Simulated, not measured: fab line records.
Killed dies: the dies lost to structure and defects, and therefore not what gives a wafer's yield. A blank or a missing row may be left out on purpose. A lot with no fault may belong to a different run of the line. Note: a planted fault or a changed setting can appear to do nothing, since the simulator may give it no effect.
Problem report in the 8D (eight disciplines) form, filled by code / flow n5Finfet / the parts of the form that need people (team, actions taken, sign-off) are left out

1. WHAT IS WRONG
VT_N_LVT at N5_BEOL_M4_RC_MEAS_101 reads a mean of 82 mV on 6 wafers of 2 lots; wafers without a fault read 98 mV with a standard deviation of 3.1. Measured from the usual mean, that is -5.1 standard deviations.
The first sign was on wafer L589.2 at day 13 07:11, on prober-02. The record holds 32 wafers of 11 lots with a number at this step. The rule behind "out" and "out of limits": a value lying over 4 standard deviations away from the usual mean. The other wafers with a number count as sound.

2. WHAT IT IS, WHAT IT ISN'T
question=which readings at this step; is=VT_N_LVT; is not=DIBL_N, DIBL_P, IOFF_N, ION_N, SS_N, SS_P, VT_N
question=which lots; is=L586, L589; is not=L570, L571, L572, L574, L576, L578, L579, L581, L582
question=which wafers of those lots; is=all that have a number; is not=-
question=read on which gauges; is=prober-01, prober-02; is not=-
question=when; is=from day 13 07:11; is not=up to then (26 sound wafers)

3. SUSPECTS, AND WHAT RULES EACH OUT
Counting: a tool stays on the suspect list if, at a process step up to the reading, it processed all lots that are out and no sound lot following the first of them.
- the gauge at N5_BEOL_M4_RC_MEAS_101 is ruled out. 2 gauges (prober-01, prober-02) read the wafers that are out.
- rtpAnneal-02 at N5_HKMG_FIN_RTA_80 (time 2 s): kept. It processed each lot that is out, first L589 at day 9 01:23, and no sound lot thereafter; up to then, the last sound lot it processed was L581 at day 7 04:25.
- cvdCo-01 at N5_BEOL_M4_CO_CAP_55 (material Co, precursor CCTBA/H2, target thk 2 nm, time 102.1 s): kept. It processed each lot that is out, first L589 at day 13 06:48, and no sound lot thereafter; up to then, the last sound lot it processed was L581 at day 11 10:32.
Remaining after the count are rtpAnneal-02 at N5_HKMG_FIN_RTA_80 and cvdCo-01 at N5_BEOL_M4_CO_CAP_55.

4. THE CAUSE (what the simulator had put in)
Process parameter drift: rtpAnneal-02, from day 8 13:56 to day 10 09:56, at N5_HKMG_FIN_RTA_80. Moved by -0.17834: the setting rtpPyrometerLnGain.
Counting left 2 suspects, and this tool is among them.

5. THE EFFECT CHAIN, in route order
Each row: a reading where the mean over the struck wafers with a number is more than 3 standard deviations away from the usual. Only readings whose record carries a usual standard deviation are examined. hours: median over the lots of the time between each lot's start at the first step of this table that gives one and its start at this step. sigmas: the change, counted in usual standard deviations.
hours=0; step=N5_BEOL_M4_RC_MEAS_101; reading=VT_N_LVT; usual=98 mV; on struck wafers=82; change=-16; sigmas=-5.1
hours=0; step=N5_BEOL_M4_RC_MEAS_101; reading=VT_P_LONG; usual=-275.4 mV; on struck wafers=-285.2; change=-9.8; sigmas=-3.3

6. WHAT WOULD HAVE CAUGHT IT SOONER
The first out-of-limits reading at a measuring or inspecting step in this record came at day 13 07:11, 113 hours after the fault's start at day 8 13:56.
Lots out: 2; all had begun N5_HKMG_FIN_RTA_80 on rtpAnneal-02 by day 13 07:11. Tool hold at that time: it would have spared none of them.
